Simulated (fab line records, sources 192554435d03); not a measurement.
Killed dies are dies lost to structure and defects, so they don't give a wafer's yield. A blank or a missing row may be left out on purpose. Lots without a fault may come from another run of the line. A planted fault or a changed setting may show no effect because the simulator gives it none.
Split-lot experiment | flow n5_finfet | 7 lots, 21 wafers read, on a route of 1938 steps

THE SPLIT
At N5_ILD0_ALD_15 (deposits SiNx, target thk 24 nm, pulse time 1 s, ald cycles 480), the setting ald_cycles was moved away from the recipe's 480 on 5 of the 21 wafers read, by -13.5% to +11.3%. The other wafers ran this setting at the recipe's value.

The reading is taken at the split's own step.

THE READING
SiNx_of_ILD0_ALD_15.thk_nm (the simulator's own value, which no gauge read), in nm, at N5_ILD0_ALD_15 (deposits SiNx, target thk 24 nm, pulse time 1 s, ald cycles 480). The file gives no usual value for it. The 16 wafers here that ran the recipe average 23.9 nm, standard deviation 0.15 nm.

wafer  | tool, chamber at the split | ald_cycles as run | against the recipe | SiNx_of_ILD0_ALD_15.thk_nm, nm | against lot-mates on the recipe
L074.2 | ald_sin-02, 0,3,0          | 480               | recipe             | 24                             | -
L074.4 | ald_sin-02, 0,3,0          | 480               | recipe             | 24                             | -
L074.6 | ald_sin-02, 0,3,0          | 480               | recipe             | 24                             | -
L075.1 | ald_sin-01, 0,1            | 480               | recipe             | 24                             | -
L075.6 | ald_sin-01, 0,1            | 480               | recipe             | 24                             | -
L075.3 | ald_sin-01, 1              | 506               | +5.4%              | 25.4                           | +1.4
L077.3 | ald_sin-03, 0              | 480               | recipe             | 24.2                           | -
L077.4 | ald_sin-03, 3              | 480               | recipe             | 24                             | -
L077.6 | ald_sin-03, 1              | 534               | +11.3%             | 26.8                           | +2.7
L082.1 | ald_sin-01, 1              | 480               | recipe             | 23.6                           | -
L082.2 | ald_sin-01, 3              | 415               | -13.5%             | 20.8                           | -2.9
L082.3 | ald_sin-01, 0              | 480               | recipe             | 23.8                           | -
L086.2 | ald_sin-01, 1              | 480               | recipe             | 23.8                           | -
L086.5 | ald_sin-01, 3,2            | 480               | recipe             | 24                             | -
L086.6 | ald_sin-01, 3,2            | 480               | recipe             | 24                             | -
L090.1 | ald_sin-02, 2              | 480               | recipe             | 23.8                           | -
L090.5 | ald_sin-02, 2              | 480               | recipe             | 23.8                           | -
L090.3 | ald_sin-02, 1              | 519               | +8.1%              | 25.8                           | +2.0
L092.1 | ald_sin-01, 2              | 480               | recipe             | 24                             | -
L092.4 | ald_sin-01, 0              | 434               | -9.6%              | 21.6                           | -2.5
L092.5 | ald_sin-01, 3              | 480               | recipe             | 24.2                           | -
Where a row lists several chambers, the file gives one row for several wafers and doesn't say which wafer went through which chamber.

THE FIT
A straight line over all 21 wafers: SiNx_of_ILD0_ALD_15.thk_nm changes by +0.242 nm for each +1% of ald_cycles; r = +0.99; the points scatter about the line by 0.15 nm.
The same after taking each lot's own level away (the mean of its wafers on the recipe; 21 wafers): +0.236 nm for each +1%; r = +1.00; scatter 0.11 nm.
On that fit, the largest move of ald_cycles shifts the reading by 3.2 nm.
The lots' own levels span 23.70 to 24.10 nm, that is 2.7 times the standard deviation above.
So the lot-to-lot level changes the slope little: the two slopes agree.
Check: with one of the wafers moved furthest among these (-13.5%) left out of the fit, the line predicts -3.39 nm for it against its lot-mates. It came out at -2.9 nm against them.

OTHER SPLITS ON THESE WAFERS
These wafers also went through other splits before the reading. Each is held against what the fit with the lots' levels taken away leaves over:
other split on the same wafers       | wafers away from the commonest value | r with SiNx_of_ILD0_ALD_15.thk_nm (lot level and that fit taken away)
N5_WELL_APT_COAT_19 spin_rpm         | 10                                   | -0.22
N5_FIN_CUT_EXPOSE_05 dose_mj         | 8                                    | +0.15
N5_FIN_CUT_ETCH_21 h2_flow_sccm      | 6                                    | +0.18
N5_SD_EPI_N_COAT_33 spin_rpm         | 6                                    | +0.20
N5_SD_EPI_N_DESCUM_14 time_s         | 7                                    | +0.13
N5_SD_EPI_P_EPI_21 epi_growth_time_s | 3                                    | -0.05
N5_SD_ACTIVATION_LSA_01 temp_c       | 5                                    | +0.07

THE FILE'S OWN FIT
SiNx_of_ILD0_ALD_15.thk_nm changes by +0.236 nm for each +1% of ald_cycles, r = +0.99.
